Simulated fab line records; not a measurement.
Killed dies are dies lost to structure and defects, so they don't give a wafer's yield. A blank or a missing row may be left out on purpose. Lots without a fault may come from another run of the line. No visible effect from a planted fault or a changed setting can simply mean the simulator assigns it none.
The tool behind it: which one? ; flow n5Finfet ; 21 lots, 63 wafers sampled, at 6 steps of a route of 1938

== WHAT THE GAUGES SHOWED, per wafer ==
The record lacks any reading of a measuring or inspecting step that a usual standard deviation could be used to judge.

== WHICH TOOL RAN EACH LOT (tool, then ch and the chambers of the sampled wafers, then the start) ==
lot;N5_FIN_SAQP_ALD_61;N5_FIN_SAQP_ETCH_51;N5_FIN_SAQP_ETCH_52;N5_FIN_SAQP_RECESS_71;N5_FIN_CUT_ETCH_21;N5_STI_FIN_REVEAL_ALD_14
L074;aldSin-03 ch 0,1, day 1 21:40;rieDiel-01 ch 0,3, day 1 23:02;rieDiel-01 ch 0,3, day 1 23:06;vaporEtch-02 ch 0,1, day 2 02:04;rieDiel-02 ch 1,2,3, day 2 04:05;aldSin-03 ch 2,3, day 2 05:02
L075;aldSin-03 ch 0,2,3, day 2 04:47;rieDiel-06 ch 0,1,2, day 2 06:08;rieDiel-06 ch 0,1,2, day 2 06:11;vaporEtch-02 ch 0,1, day 2 09:22;rieDiel-05 ch 2,3, day 2 11:20;aldSin-03 ch 1,2,3, day 2 12:14
L076;aldSin-03 ch 1,2,3, day 2 09:22;rieDiel-04 ch 0,1,2, day 2 10:56;rieDiel-04 ch 0,1,2, day 2 10:59;vaporEtch-01 ch 0,1, day 2 14:02;rieDiel-03 ch 0,1,3, day 2 16:04;aldSin-01 ch 1,2,3, day 2 18:25
L077;aldSin-01 ch 0,1,3, day 2 13:58;rieDiel-04 ch 1,3, day 2 15:23;rieDiel-04 ch 1,3, day 2 15:26;vaporEtch-01 ch 0,1, day 2 18:16;rieDiel-05 ch 0,1,2, day 2 20:53;aldSin-03 ch 0,3, day 2 22:32
L078;aldSin-01 ch 1,3, day 2 20:09;rieDiel-06 ch 1,2,3, day 2 21:33;rieDiel-06 ch 1,2,3, day 2 21:37;vaporEtch-02 ch 0, day 3 01:32;rieDiel-05 ch 1,2, day 3 03:29;aldSin-01 ch 0,1,3, day 3 04:24
L080;aldSin-03 ch 2,3, day 3 08:23;rieDiel-04 ch 0,3, day 3 09:42;rieDiel-04 ch 0,3, day 3 09:45;vaporEtch-02 ch 0,1, day 3 12:35;rieDiel-02 ch 0,3, day 3 14:19;aldSin-01 ch 1,2, day 3 15:23
L082;aldSin-03 ch 1,2,3, day 3 20:01;rieDiel-01 ch 0,2,3, day 3 21:22;rieDiel-01 ch 0,2,3, day 3 21:25;vaporEtch-02 ch 0,1, day 4 01:22;rieDiel-02 ch 1,2,3, day 4 03:25;aldSin-02 ch 0,2,3, day 4 04:20
L083;aldSin-04 ch 0,1,3, day 4 03:23;rieDiel-04 ch 0,3, day 4 04:53;rieDiel-04 ch 0,3, day 4 04:56;vaporEtch-02 ch 0,1, day 4 08:59;rieDiel-02 ch 0,1,3, day 4 10:56;aldSin-02 ch 0,1,3, day 4 11:56
L085;aldSin-03 ch 0,3, day 4 14:13;rieDiel-06 ch 1,2,3, day 4 15:41;rieDiel-06 ch 1,2,3, day 4 15:45;vaporEtch-01 ch 0,1, day 4 19:11;rieDiel-03 ch 1,2, day 4 21:22;aldSin-02 ch 0,1,3, day 4 22:20
L086;aldSin-03 ch 2,3, day 4 20:34;rieDiel-04 ch 0,1,3, day 4 22:40;rieDiel-04 ch 0,1,3, day 4 22:43;vaporEtch-02 ch 0, day 5 03:36;rieDiel-05 ch 0,1, day 5 07:35;aldSin-03 ch 0,1,2, day 5 08:41
L087;aldSin-04 ch 1,2,3, day 5 02:15;rieDiel-04 ch 1,2,3, day 5 03:46;rieDiel-04 ch 1,2,3, day 5 03:49;vaporEtch-01 ch 0,1, day 5 07:41;rieDiel-02 ch 1,2,3, day 5 09:49;aldSin-02 ch 0,1,3, day 5 10:46
L088;aldSin-01 ch 0,1,3, day 5 08:16;rieDiel-06 ch 1,2,3, day 5 09:28;rieDiel-06 ch 1,2,3, day 5 09:31;vaporEtch-01 ch 0,1, day 5 12:36;rieDiel-02 ch 0, day 5 14:27;aldSin-02 ch 0,1,2, day 5 15:35
L089;aldSin-03 ch 0,3, day 5 14:15;rieDiel-01 ch 1,3, day 5 15:36;rieDiel-01 ch 1,3, day 5 15:40;vaporEtch-02 ch 0,1, day 5 19:05;rieDiel-03 ch 2,3, day 5 20:55;aldSin-03 ch 0,1,3, day 5 22:55
L090;aldSin-01 ch 1,2, day 5 20:31;rieDiel-01 ch 0,2,3, day 5 21:50;rieDiel-01 ch 0,2,3, day 5 21:53;vaporEtch-02 ch 0,1, day 6 01:05;rieDiel-05 ch 0,1,3, day 6 02:53;aldSin-03 ch 0,1,3, day 6 03:49
L091;aldSin-04 ch 1,2, day 6 02:03;rieDiel-04 ch 0,3, day 6 03:15;rieDiel-04 ch 0,3, day 6 03:19;vaporEtch-01 ch 0,1, day 6 06:26;rieDiel-05 ch 1,3, day 6 08:42;aldSin-03 ch 0,1, day 6 09:37
L092;aldSin-01 ch 0,2,3, day 6 08:40;rieDiel-06 ch 0,1, day 6 09:59;rieDiel-06 ch 0,1, day 6 10:03;vaporEtch-02 ch 0,1, day 6 13:26;rieDiel-05 ch 0,1,3, day 6 15:30;aldSin-01 ch 0,1,3, day 6 16:25
L093;aldSin-03 ch 1,3, day 6 14:31;rieDiel-04 ch 1,2, day 6 15:57;rieDiel-04 ch 1,2, day 6 16:00;vaporEtch-02 ch 0,1, day 6 19:35;rieDiel-02 ch 0,2, day 6 22:53;aldSin-03 ch 0,1,3, day 6 23:53
L094;aldSin-01 ch 0,2,3, day 6 21:46;rieDiel-01 ch 0,1, day 6 23:06;rieDiel-01 ch 0,1, day 6 23:10;vaporEtch-01 ch 0,1, day 7 02:17;rieDiel-03 ch 0,2, day 7 23:04;aldSin-02 ch 0,1,3, day 7 23:59
L095;aldSin-01 ch 0,1,2, day 7 04:40;rieDiel-01 ch 0,1,3, day 7 07:12;rieDiel-01 ch 0,1,3, day 7 07:16;vaporEtch-01 ch 0,1, day 7 10:13;rieDiel-02 ch 1,2,3, day 8 01:22;aldSin-01 ch 0,1,2, day 8 02:26
L096;aldSin-01 ch 0,1,2, day 7 08:38;rieDiel-01 ch 0,2,3, day 7 10:04;rieDiel-01 ch 0,2,3, day 7 10:07;vaporEtch-02 ch 0,1, day 7 12:58;rieDiel-02 ch 0,1,3, day 8 01:56;aldSin-03 ch 0,1,2, day 8 03:50
L097;aldSin-01 ch 0,2,3, day 7 15:14;rieDiel-04 ch 0,3, day 7 16:43;rieDiel-04 ch 0,3, day 7 16:46;vaporEtch-01 ch 0,1, day 7 19:55;rieDiel-03 ch 0,2,3, day 8 02:19;aldSin-03 ch 1,2, day 8 04:07
- N5_FIN_SAQP_ALD_61: deposits SiO2, target thk 4 nm, pulse time 1 s, purge time 2 s.
- N5_FIN_SAQP_ETCH_51: etches SiARC in CF4, target depth 45.5 nm, time 75.8 s.
- N5_FIN_SAQP_ETCH_52: etches SOC in N2/H2, target depth 100 nm, overetch 20 nm, time 150 s.
- N5_FIN_SAQP_RECESS_71: chemistry HF/NH3, target SiO2, target depth 3 nm, afs cycles 1, sublimation time 60 s.
- N5_FIN_CUT_ETCH_21: etches SOC in N2/H2, target depth 219 nm, overetch 43.8 nm, time 523.5 s.
- N5_STI_FIN_REVEAL_ALD_14: deposits Si3N4, target thk 3 nm.

== WHAT THE TOOLS THEMSELVES READ (means of the sampled wafers that have a number; where no wafer has one, the mark that the record gives instead) ==
N5_FIN_SAQP_ALD_61. Usual: heaterPowerW 485 W, standard deviation 61; precursorPulseHeightRel 1.000, standard deviation 0.021; susceptorTempC 299.96 C, standard deviation 0.2.
lot;tool;heaterPowerW (W);precursorPulseHeightRel;susceptorTempC (C);flag
L074;aldSin-03;455;1.005;299.81;
L075;aldSin-03;471;1.016;300.01;
L076;aldSin-03;479;0.995;299.95;
L077;aldSin-01;490;1.004;299.84;
L078;aldSin-01;458;0.979;299.98;
L080;aldSin-03;526;1.020;300.07;
L082;aldSin-03;487;1.028;299.86;
L083;aldSin-04;470;1.006;299.88;
L085;aldSin-03;433;0.992;299.93;
L086;aldSin-03;522;0.978;300.14;
L087;aldSin-04;522;1.008;299.91;
L088;aldSin-01;473;0.998;300.24;
L089;aldSin-03;436;0.991;300.10;
L090;aldSin-01;517;0.996;299.79;
L091;aldSin-04;526;1.006;300.08;
L092;aldSin-01;504;1.007;299.91;
L093;aldSin-03;441;1.018;299.91;
L094;aldSin-01;504;0.994;299.98;
L095;aldSin-01;505;1.003;300.16;
L096;aldSin-01;512;1.005;300.03;
L097;aldSin-01;501;1.007;300.09;

N5_FIN_SAQP_ETCH_51. Usual: cf4FlowSccm is 100.0 sccm with standard deviation 0.31, drypumpMotorCurrentA is 5.8 A with standard deviation 0.41, etchRfOnTimeS is 75.2 s with standard deviation 0.71, oesProductAu is 0.69 a.u. with standard deviation 0.055, rfVppV is 184.4 V with standard deviation 1.1, showerheadPlenumPTorr is 2.17 Torr with standard deviation 0.061, and throttleValvePct is 15.60 % with standard deviation 0.21.
lot;tool;cf4FlowSccm (sccm);drypumpMotorCurrentA (A);etchRfOnTimeS (s);oesProductAu (a.u.);rfVppV (V);showerheadPlenumPTorr (Torr);throttleValvePct (%);flag
L074;rieDiel-01;99.9;5.7;75.8;0.75;185.3;2.23;15.53;
L075;rieDiel-06;100.0;5.6;75.6;0.70;184.6;2.19;15.56;
L076;rieDiel-04;99.7;5.7;75.5;0.66;183.8;2.14;15.69;
L077;rieDiel-04;99.7;5.7;75.5;0.72;184.6;2.19;15.26;
L078;rieDiel-06;100.1;5.6;74.8;0.71;184.7;2.19;15.49;
L080;rieDiel-04;100.2;6.5;75.8;0.64;183.6;2.16;15.55;
L082;rieDiel-01;100.3;5.8;74.9;0.74;184.9;2.17;15.60;
L083;rieDiel-04;99.8;6.4;75.4;0.65;184.3;2.16;15.57;
L085;rieDiel-06;100.0;5.6;74.8;0.69;184.1;2.19;15.52;
L086;rieDiel-04;100.2;6.1;75.6;0.66;183.6;2.14;15.53;
L087;rieDiel-04;100.3;5.7;75.3;0.67;185.2;2.20;15.57;
L088;rieDiel-06;99.9;5.6;75.1;0.68;184.5;2.19;15.53;
L089;rieDiel-01;100.5;5.7;74.8;0.71;183.7;2.17;15.55;
L090;rieDiel-01;100.1;5.8;74.9;0.72;184.3;2.17;15.63;
L091;rieDiel-04;99.8;6.4;76.4;0.61;183.0;2.09;15.76;
L092;rieDiel-06;100.0;5.9;76.0;0.67;184.2;2.14;15.73;
L093;rieDiel-04;100.2;5.4;75.9;0.67;184.4;2.18;15.54;
L094;rieDiel-01;99.8;5.7;75.1;0.72;185.0;2.22;15.55;
L095;rieDiel-01;100.3;5.7;74.6;0.71;184.8;2.19;15.60;
L096;rieDiel-01;100.2;5.8;74.6;0.71;183.9;2.16;15.66;
L097;rieDiel-04;99.8;6.5;75.7;0.71;184.3;2.24;15.46;

N5_FIN_SAQP_ETCH_52. Usual: drypumpMotorCurrentA 5.8 A, standard deviation 0.41; n2FlowSccm 200.0 sccm, standard deviation 0.53; oesProductAu 0.72 a.u., standard deviation 0.055; rfVppV 525.0 V, standard deviation 2.4; showerheadPlenumPTorr 2.58 Torr, standard deviation 0.078; throttleValvePct 17.82 %, standard deviation 0.25.
lot;tool;drypumpMotorCurrentA (A);n2FlowSccm (sccm);oesProductAu (a.u.);rfVppV (V);showerheadPlenumPTorr (Torr);throttleValvePct (%);flag
L074;rieDiel-01;5.7;199.9;0.79;527.4;2.66;17.83;
L075;rieDiel-06;5.5;200.4;0.73;525.2;2.60;17.81;
L076;rieDiel-04;5.7;199.8;0.69;524.7;2.55;17.90;
L077;rieDiel-04;5.7;199.8;0.75;525.0;2.61;17.40;
L078;rieDiel-06;5.6;200.0;0.73;525.8;2.60;17.73;
L080;rieDiel-04;6.5;200.3;0.68;525.0;2.57;17.69;
L082;rieDiel-01;5.8;199.8;0.78;524.9;2.58;17.84;
L083;rieDiel-04;6.5;200.3;0.68;524.4;2.57;17.68;
L085;rieDiel-06;5.6;199.9;0.72;525.0;2.60;17.76;
L086;rieDiel-04;6.1;200.4;0.68;524.1;2.54;17.67;
L087;rieDiel-04;5.8;199.5;0.69;526.5;2.62;17.76;
L088;rieDiel-06;5.6;200.1;0.71;526.6;2.59;17.77;
L089;rieDiel-01;5.7;200.0;0.74;524.4;2.57;17.81;
L090;rieDiel-01;5.9;199.7;0.75;523.7;2.57;17.88;
L091;rieDiel-04;6.4;199.6;0.65;522.1;2.48;17.89;
L092;rieDiel-06;5.9;199.7;0.70;524.4;2.55;17.98;
L093;rieDiel-04;5.4;200.6;0.70;524.3;2.59;17.73;
L094;rieDiel-01;5.7;199.5;0.75;526.3;2.65;17.84;
L095;rieDiel-01;5.7;200.6;0.73;526.2;2.61;17.86;
L096;rieDiel-01;5.9;200.3;0.73;524.4;2.57;17.90;
L097;rieDiel-04;6.5;200.6;0.74;527.9;2.67;17.60;

N5_FIN_SAQP_RECESS_71. Usual: drypumpMotorCurrentA reads 5.89 A (standard deviation 0.17).
lot;tool;drypumpMotorCurrentA (A);flag
L074;vaporEtch-02;5.86;
L075;vaporEtch-02;5.75;
L076;vaporEtch-01;6.06;
L077;vaporEtch-01;6.06;
L078;vaporEtch-02;5.67;
L080;vaporEtch-02;5.87;
L082;vaporEtch-02;5.85;
L083;vaporEtch-02;5.77;
L085;vaporEtch-01;6.07;
L086;vaporEtch-02;5.66;
L087;vaporEtch-01;5.99;
L088;vaporEtch-01;6.04;
L089;vaporEtch-02;5.85;
L090;vaporEtch-02;5.75;
L091;vaporEtch-01;5.98;
L092;vaporEtch-02;5.85;
L093;vaporEtch-02;5.86;
L094;vaporEtch-01;6.07;
L095;vaporEtch-01;5.98;
L096;vaporEtch-02;5.76;
L097;vaporEtch-01;5.98;

N5_FIN_CUT_ETCH_21. Usual: drypumpMotorCurrentA 5.7 A, standard deviation 0.41; n2FlowSccm 200.0 sccm, standard deviation 0.6; oesProductAu 0.71 a.u., standard deviation 0.075; rfVppV 240.5 V, standard deviation 1.4; showerheadPlenumPTorr 2.53 Torr, standard deviation 0.079; throttleValvePct 17.90 %, standard deviation 0.19.
lot;tool;drypumpMotorCurrentA (A);n2FlowSccm (sccm);oesProductAu (a.u.);rfVppV (V);showerheadPlenumPTorr (Torr);throttleValvePct (%);flag
L074;rieDiel-02;5.9;200.0;0.76;239.3;2.46;17.84;
L075;rieDiel-05;6.3;199.8;0.67;241.0;2.52;18.03;
L076;rieDiel-03;5.7;200.5;0.73;242.3;2.64;17.97;
L077;rieDiel-05;5.8;200.2;0.74;240.5;2.55;17.73;
L078;rieDiel-05;5.7;200.0;0.81;241.0;2.58;17.69;
L080;rieDiel-02;5.5;200.2;0.68;240.2;2.50;17.89;
L082;rieDiel-02;5.8;200.5;0.75;239.4;2.46;17.86;
L083;rieDiel-02;5.4;200.3;0.68;240.6;2.50;17.98;
L085;rieDiel-03;5.7;199.5;0.67;240.0;2.47;17.98;
L086;rieDiel-05;5.6;200.4;0.72;240.8;2.55;17.64;
L087;rieDiel-02;5.9;199.6;0.74;239.5;2.45;17.88;
L088;rieDiel-02;4.8;200.5;0.64;241.3;2.61;18.13;
L089;rieDiel-03;5.6;199.7;0.66;240.1;2.50;17.89;
L090;rieDiel-05;5.9;199.9;0.74;241.3;2.55;17.77;
L091;rieDiel-05;6.0;200.3;0.75;240.9;2.56;17.89;
L092;rieDiel-05;5.9;199.7;0.73;240.2;2.55;17.78;
L093;rieDiel-02;5.7;199.4;0.75;239.7;2.52;17.91;
L094;rieDiel-03;5.9;199.6;0.72;242.0;2.59;17.94;
L095;rieDiel-02;5.9;200.0;0.72;239.0;2.45;17.90;
L096;rieDiel-02;5.4;199.8;0.67;239.9;2.49;18.03;
L097;rieDiel-03;5.7;200.2;0.68;240.9;2.58;17.94;

N5_STI_FIN_REVEAL_ALD_14. Usual: heaterPowerW 846 W, standard deviation 100; susceptorTempC 400.04 C, standard deviation 0.23.
lot;tool;heaterPowerW (W);susceptorTempC (C);flag
L074;aldSin-03;935;399.85;
L075;aldSin-03;849;399.96;
L076;aldSin-01;854;400.11;
L077;aldSin-03;730;399.62;
L078;aldSin-01;870;400.06;
L080;aldSin-01;926;400.31;
L082;aldSin-02;781;399.83;
L083;aldSin-02;839;400.20;
L085;aldSin-02;830;399.80;
L086;aldSin-03;903;399.95;
L087;aldSin-02;811;400.19;
L088;aldSin-02;806;400.09;
L089;aldSin-03;793;400.35;
L090;aldSin-03;789;400.08;
L091;aldSin-03;829;399.87;
L092;aldSin-01;852;399.93;
L093;aldSin-03;781;400.01;
L094;aldSin-02;823;400.18;
L095;aldSin-01;910;399.96;
L096;aldSin-03;909;399.95;
L097;aldSin-03;989;400.09;

== THE ANSWER, worked out from the rows above alone ==
Rule: take the mean of a lot's wafers that have a number; if it is more than 3 standard deviations from the usual mean, the lot is off. Also off: a lot with no number at a reading for which 4 or more lots have one. The other lots that the step has rows for count as sound. Order of review: gauges by route order, followed by the tools' own readings, for which a lot's mean as printed above is used. The first step at which some lot is off is used, and at that step the reading that is off furthest; a lot without a number counts as furthest.
Across all readings shown, no lot is off: no conclusion can be drawn from this.

== WHAT THE SIMULATOR HAD INSERTED ==
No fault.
